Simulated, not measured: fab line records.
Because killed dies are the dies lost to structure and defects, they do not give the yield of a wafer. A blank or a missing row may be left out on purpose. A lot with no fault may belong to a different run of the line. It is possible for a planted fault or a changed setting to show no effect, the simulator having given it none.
Lot-split experiment	flow n5_finfet	21 wafers read from 7 lots, route of 1938 steps

THE SPLIT ITSELF
At N5_WELL_APT_EXPOSE_05 (exposes mask NWELL, defocus 0 nm, target cd 200 nm), the setting dose_mj was moved away from the recipe's 20.3 on 9 of the 21 wafers read, by +2.8% to +7.2%. The other wafers ran this setting at the recipe's value.

FROM THE SPLIT TO THE READING: what the file shows between them, 3 steps
- N5_WELL_APT_PEB_06: peb time 90 s (also split here: peb_time_s)
- N5_WELL_APT_DEVELOP_07: develop time 45 s
- N5_WELL_APT_HARDBAKE_12: time 120 s

THE READING
At N5_WELL_APT_CD_MEAS_08: cd_nm in nanometres, against a target cd of 200 nm. On this fab line, fault-free wafers typically give 200.2 nm with a standard deviation of 1.5 nm.

wafer	tool, chamber at the split	dose_mj as run	against the recipe	cd_nm, nm	against lot-mates on the recipe
L075.2	krf_scanner-02, 0	21.3	+4.9%	212.4	+12.8
L075.3	krf_scanner-02, 0	20.3	recipe	198.7	-
L075.5	krf_scanner-02, 0	20.3	recipe	200.4	-
L084.3	krf_scanner-02, 0	21.72	+7.0%	208.8	+9.7
L084.5	krf_scanner-02, 0	21.72	+7.0%	209.4	+10.3
L084.6	krf_scanner-02, 0	20.3	recipe	199.1	-
L085.1	krf_scanner-02, 0	20.3	recipe	192.6	-
L085.4	krf_scanner-02, 0	20.3	recipe	198.6	-
L085.6	krf_scanner-02, 0	20.3	recipe	197.3	-
L090.3	krf_scanner-01, 0	20.3	recipe	202.4	-
L090.4	krf_scanner-01, 0	20.3	recipe	201.0	-
L090.5	krf_scanner-01, 0	20.3	recipe	201.1	-
L092.1	krf_scanner-02, 0	20.3	recipe	200.7	-
L092.3	krf_scanner-02, 0	21.76	+7.2%	210.2	+9.5
L092.4	krf_scanner-02, 0	21.76	+7.2%	210.8	+10.1
L093.3	krf_scanner-01, 0	20.3	recipe	205.3	-
L093.4	krf_scanner-01, 0	21.32	+5.0%	207.8	+2.5
L093.5	krf_scanner-01, 0	21.32	+5.0%	213.6	+8.3
L096.2	krf_scanner-02, 0	20.86	+2.8%	206.0	+5.4
L096.3	krf_scanner-02, 0	20.86	+2.8%	204.4	+3.8
L096.5	krf_scanner-02, 0	20.3	recipe	200.6	-

FIT RESULTS
A straight line over all 21 wafers: cd_nm changes by +1.61 nm for each +1% of dose_mj; r = +0.86; the points scatter about the line by 3 nm.
The same after taking each lot's own level away (the mean of its wafers on the recipe; 21 wafers): +1.44 nm for each +1%; r = +0.90; scatter 2.1 nm.
Per that fit: largest dose_mj move, reading shift of 10 nm.
Across the lots, their own levels run from 196.17 to 205.30 nm, a range of 6.1 times the standard deviation given above.
So the slope is not independent of the lot-to-lot level: the two fits are not the same.
Check: +10.7 nm against its lot-mates is what the line predicts for one of the wafers moved furthest among these (+7.2%) when that wafer is left out of the fit. It came out at +9.5 nm against them.

THESE WAFERS: OTHER SPLITS
Before the reading, these wafers also passed through other splits. Each is held against what the fit with the lots' levels taken away leaves over:
other split on the same wafers	wafers away from the commonest value	r with cd_nm (lot level and that fit taken away)
N5_ZERO_LAYER_COAT_05 spin_rpm	5	-0.12
N5_ZERO_LAYER_DEVELOP_10 develop_time_s	6	-0.09
N5_WELL_APT_PEB_06 peb_time_s	5	+0.53

THE WHOLE CHAIN: every reading that the file lists as answering this split, in the file's order
step	what it does	reading	change (the file's fit)	r (the file's)
N5_WELL_APT_CD_MEAS_08	target cd 200 nm	cd_nm	+1.54 nm for each +1% of the setting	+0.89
N5_WELL_APT_DESCUM_13	chemistry O2, time 7.9 s	WELL_APT.cd_nm (the simulator's own value, which no gauge read)	+1.61 nm for each +1% of the setting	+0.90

THE FILE'S OWN FIT
cd_nm changes by +1.54 nm for each +1% of dose_mj, r = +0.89.
